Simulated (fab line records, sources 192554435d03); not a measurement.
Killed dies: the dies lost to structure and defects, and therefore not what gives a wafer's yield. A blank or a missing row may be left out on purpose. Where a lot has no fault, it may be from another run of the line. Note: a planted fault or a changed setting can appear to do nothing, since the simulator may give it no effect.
Chamber matching    flow n5_finfet    4 sister chambers for N5_HKMG_FIN_ALD_36 on ald_metal-03
The step deposits TiN, target thk 1 nm, pulse time 1 s, purge time 3 s. 4 wafers are shown with their chamber, then 8 later ones without.

## WAFERS WITH THEIR CHAMBER
wafer   chamber  heater_power_outer_w (W)
L084.4  2        620
L085.5  0        504
L085.6  3        673
L087.3  1        536

## WAFERS MISSING THEIR CHAMBER
wafer   heater_power_outer_w (W)
L087.4  630
L087.6  609
L093.2  630
L093.4  670
L093.6  511
L096.1  499
L096.2  653
L096.6  509

## CHAMBER TAKEN BY EACH
wafer   from the rows above      in truth
L087.4  2                        2
L087.6  2                        2
L093.2  2                        2
L093.4  3                        3
L093.6  can't be placed: 0 or 1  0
L096.1  0                        0
L096.2  can't be placed: 3 or 2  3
L096.6  0                        0
6 of 8 placed correctly. Unplaceable from these rows: 2, with the true chamber sitting among the candidates in 2. 0 placed wrongly.
How it was worked out, from the rows above alone: a wafer's distance from a chamber is the root of the sum, over the readings, of the square of ((its reading less the chamber's mean) divided by the reading's scatter). If the next closest chamber is less than 2 further off than the closest, the wafer can't be placed; otherwise it belongs to the closest. Each chamber's mean is taken over the wafers shown for it. The scatter: with one shown wafer a chamber, the root of the mean of the squares of how far each hidden wafer lies from its nearest shown one.
